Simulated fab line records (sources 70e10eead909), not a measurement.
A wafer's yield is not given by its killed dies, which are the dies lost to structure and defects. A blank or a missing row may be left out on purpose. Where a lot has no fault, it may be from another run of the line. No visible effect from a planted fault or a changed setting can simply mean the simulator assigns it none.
Chamber matching ; flow nand harc ; pecvd-02 running NHARC_P_BONDPAD_DEP_00: 3 sister chambers
The step deposits SiCN, target thk 250 nm. 14 wafers are shown with their chamber, then 7 later ones without.

== WAFERS PAIRED WITH THEIR CHAMBERS ==
wafer;chamber;heater power w (W);heater power outer w (W)
L077.1;1;592;327
L077.2;2;454;224
L077.6;1;595;339
L077.3;0;684;374
L077.4;0;675;384
L077.5;2;475;232
L078.2;0;662;366
L078.3;1;601;330
L078.6;2;493;249
L085.2;1;567;312
L085.5;2;492;249
L085.6;0;670;351
L089.2;1;577;325
L089.5;0;682;359

SIGNATURES (means of the wafers above)
reading;chamber 0;chamber 1;chamber 2;scatter within a chamber
heater power w;674.60;586.40;478.50;13.9
heater power outer w;366.80;326.60;238.50;11.7
Rule: a wafer's distance from a chamber is the root of the sum, over the readings, of the square of ((its reading less the chamber's mean) divided by the reading's scatter). If the next closest chamber is less than 2 further off than the closest, the wafer can't be placed; otherwise it belongs to the closest. The scatter is the square root of a quotient: the sum, over the shown wafers, of each reading's squared deviation from its chamber's mean, divided by wafers minus chambers.

== WAFERS WHOSE CHAMBER IS MISSING ==
wafer;heater power w (W);heater power outer w (W)
L089.6;485;242
L090.1;440;209
L090.2;602;335
L090.4;464;247
L094.3;416;194
L094.4;423;209
L094.6;621;329

== CHAMBER TAKEN BY EACH ==
wafer;from the rows above;in truth
L089.6;2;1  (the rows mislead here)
L090.1;2;2
L090.2;1;1
L090.4;2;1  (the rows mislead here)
L094.3;2;2
L094.4;2;2
L094.6;1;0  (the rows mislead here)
4 of 7 placed correctly. Can't be placed from these rows: 0. 3 placed wrongly.
